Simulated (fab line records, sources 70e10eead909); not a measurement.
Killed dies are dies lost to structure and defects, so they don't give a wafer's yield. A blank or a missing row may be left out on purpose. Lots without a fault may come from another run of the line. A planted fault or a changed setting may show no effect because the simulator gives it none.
Problem report in the 8D (eight disciplines) form, filled by code | flow nand_harc | the parts of the form that need people (team, actions taken, sign-off) are left out

1. THE PROBLEM
thk_nm at NHARC_A_ONON_D1_THK_MEAS_21 reads a mean of 1565 nm on 4 wafers of 2 lots; wafers without a fault read 1002 nm with a standard deviation of 9.5. That is +59 standard deviations from the usual mean.
The step: measures by ellipsometry.
First seen on wafer L772.3, day 16 01:00, on film_metro-01. The record holds 40 wafers of 14 lots with a number at this step. Rule for "out", or "out of limits": more than 4 standard deviations from the usual mean. The other wafers with a number count as sound.

2. WHAT IT IS AND WHAT IT IS NOT
question                    | is                     | is not
which readings at this step | thk_nm                 | -
which lots                  | L772, L773             | L754, L755, L756, L757, L758, L759, L760, L761, L762, L775, L776, L777
which wafers of those lots  | all that have a number | -
read on which gauges        | film_metro-01          | film_metro-02
when                        | from day 16 01:00      | up to then (27 sound wafers); but 9 sound wafers of L775, L776, L777 came after

3. SUSPECTS, AND WHAT RULES EACH OUT
Counting: a tool at a process step up to the reading stays a suspect if it ran every lot that is out and no sound lot after the first of them.
- the gauge at NHARC_A_ONON_D1_THK_MEAS_21: kept. All the wafers that are out were read on film_metro-01, and no step on other tools shows them out.
- rtp_anneal-02 at NHARC_A_ZERO_WELL_RTA_16 (time 10 s): kept. It ran every lot that is out, first L772 (day 14 17:22), and no sound lot after that; its last sound lot up to then is L762 (day 10 03:25).
- pecvd_onon-04 at NHARC_A_ONON_D1_DEP_19 (target thk 1000 nm): kept. It ran every lot that is out, first L772 (day 16 00:37), and no sound lot after that; its last sound lot up to then is L762 (day 11 16:14).
Left after counting: rtp_anneal-02 at NHARC_A_ZERO_WELL_RTA_16, pecvd_onon-04 at NHARC_A_ONON_D1_DEP_19, film_metro-01 at NHARC_A_ONON_D1_THK_MEAS_21.

4. THE CAUSE (what the simulator had put in)
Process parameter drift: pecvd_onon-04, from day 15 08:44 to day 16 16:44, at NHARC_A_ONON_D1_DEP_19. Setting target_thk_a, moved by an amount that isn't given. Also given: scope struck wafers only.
Counting left 3 suspects, and this tool is among them.

5. THE CHAIN OF EFFECTS, in route order
Each row: a reading whose mean over the struck wafers that have a number lies more than 3 standard deviations from the usual. Only readings for which the record gives a usual standard deviation are gone through. hours: the time from each lot's start at the first step in this table that gives one to its start at this step, as a median over the lots. sigmas: the change in usual standard deviations.
hours | step                        | reading | usual   | on struck wafers | change | sigmas
0     | NHARC_A_ONON_D1_THK_MEAS_21 | thk_nm  | 1002 nm | 1565             | +563   | +59

6. WHAT WOULD HAVE CAUGHT IT SOONER
In this record the first reading out of limits at a measuring or inspecting step was taken at day 16 01:00, 16 hours after the fault began at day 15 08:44.
Of the lots that are out (2), L773 began NHARC_A_ONON_D1_DEP_19 on pecvd_onon-04 after day 16 01:00. A hold on the tool at that time would have spared it.
